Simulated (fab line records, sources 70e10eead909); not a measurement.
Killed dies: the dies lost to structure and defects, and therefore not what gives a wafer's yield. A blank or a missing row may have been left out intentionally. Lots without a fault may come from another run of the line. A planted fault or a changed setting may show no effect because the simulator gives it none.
A lot that was struck, set against a sound lot | flow nandHarc | 15 out of 1159 route steps
Sound: these wafers, L318.4, L318.5, L318.6. Struck: wafer L308.4 (L308.2, L308.6, from the same lot, were not struck and are left out); the cause is given at the end.
For every step that has rows: the tool of each side, followed by ch and its chambers, followed by its first start. Under that, the readings that differ: sound wafers | struck wafers | difference of the means | sigmas: that difference in standard deviations of wafers without a fault.
alike: words and numbers the same on both sides, and readings whose means are apart by under 2 such deviations; not compared: readings that were withheld, readings missing a value for some wafer, numbers with overlapping values and no deviation given by the record, and bounds like >300 which may hide the same value.
Wherever a step has rows on one side only, a row that says differs or no value, or a row with sigmas, the two part there. When numbers do not overlap yet have no deviation, they are printed without sigmas and do not part them. A reading that every wafer of one side lacks parts them only if that side has two wafers or more.

first, 2 steps without rows for these wafers: NHARC_A_CHANNEL_HOLE_D1_STRIP_43 (strips in O2/COS); NHARC_A_CHANNEL_HOLE_D1_ETCH_44 (etches the open film in CF4/O2, target depth 140 nm, overetch 14 nm, time 77 s).
NHARC_A_CHANNEL_HOLE_D1_STRIP_27: strips in O2.
  sound: rieDiel-11 ch 1,2,3; struck: rieDiel-04 ch 3
reading             | sound             | struck | difference | sigmas
oesProductAu (a.u.) | 1.011 1.007 0.991 | 0.983  | -0.020     | -3
  alike: drypumpMotorCurrentA, rfVppV, showerheadPlenumPTorr, throttleValvePct
  not compared: rfHoursCounterH
then, 2 steps without rows for these wafers: NHARC_A_CHANNEL_HOLE_D1_PRECLEAN_28 (cleans in SC1); NHARC_A_CHANNEL_HOLE_D1_SRD_29.
NHARC_A_CHANNEL_HOLE_D1_CD_MEAS_30:
  sound on cdSem-02, day 13 21:23; struck on cdSem-03, day 11 16:58
reading   | sound          | struck | difference | sigmas
cdNm (nm) | 93.5 91.7 92.3 | 89.8   | -2.7       | -3
NHARC_A_CHANNEL_HOLE_D1_XSEM_31:
  sound on xsem-01 ch 0, day 13 21:29; struck on xsem-02 ch 0, day 11 17:04
reading      | sound          | struck | difference | sigmas
botCdNm (nm) | 77.8 75.4 76.5 | 73.0   | -3.6       | -3
  alike: bowNm, tiltDeg
NHARC_A_CHANNEL_HOLE_D1_INSPECT_40:
  sound on defectInspect-01, day 13 21:34; struck on defectInspect-02, day 11 17:10
  alike: rawDefectCount
then, 2 steps without rows for these wafers: NHARC_A_CHANNEL_FILL_D1_PRECLEAN_00 (cleans in SC1); NHARC_A_CHANNEL_FILL_D1_SRD_01.
NHARC_A_CHANNEL_FILL_D1_ALD_02: deposits SiO2, target thk 6 nm, pulse time 10 s, ald cycles 60.
  sound on aldHk-01 ch 0,3, day 13 21:46; struck on aldHk-03 ch 2, day 11 17:38
  alike: heaterPowerW, precursorPulseHeightRel
  not compared: aldCycles
NHARC_A_CHANNEL_FILL_D1_ALD_03: deposits SiNx, target thk 6 nm, pulse time 60 s, ald cycles 58.
  sound: aldSinBatch-03 ch 0; struck: aldSinBatch-02 ch 0
reading                 | sound             | struck | difference | sigmas
precursorPulseHeightRel | 1.029 1.009 0.974 | 0.966  | -0.038     | -2
  not compared: aldCycles
NHARC_A_CHANNEL_FILL_D1_ALD_14: deposits SiO2, target thk 2.5 nm, pulse time 10 s, ald cycles 25.
  sound on aldHk-01 ch 1,2,3, day 14 05:10; struck on aldHk-02 ch 1, day 12 00:48
reading   | sound    | struck | difference | sigmas
aldCycles | 25 25 25 | 24     | -1         | 
  alike: heaterPowerW, precursorPulseHeightRel
NHARC_A_CHANNEL_FILL_D1_ALD_15: deposits SiNx, target thk 2 nm, pulse time 60 s, ald cycles 19.
  sound: aldSinBatch-01 ch 0; struck: aldSinBatch-02 ch 0
  alike: precursorPulseHeightRel
  not compared: aldCycles
following that, these wafers have no rows for 1 step: NHARC_END_SORT_01.

WHERE THEY PART
At NHARC_A_CHANNEL_HOLE_D1_STRIP_27 first; at NHARC_A_CHANNEL_FILL_D1_ALD_03 last (within this record only). Later steps at which nothing parts them and some readings are alike: NHARC_A_CHANNEL_FILL_D1_ALD_14, NHARC_A_CHANNEL_FILL_D1_ALD_15.

WHY: what the simulator had put in
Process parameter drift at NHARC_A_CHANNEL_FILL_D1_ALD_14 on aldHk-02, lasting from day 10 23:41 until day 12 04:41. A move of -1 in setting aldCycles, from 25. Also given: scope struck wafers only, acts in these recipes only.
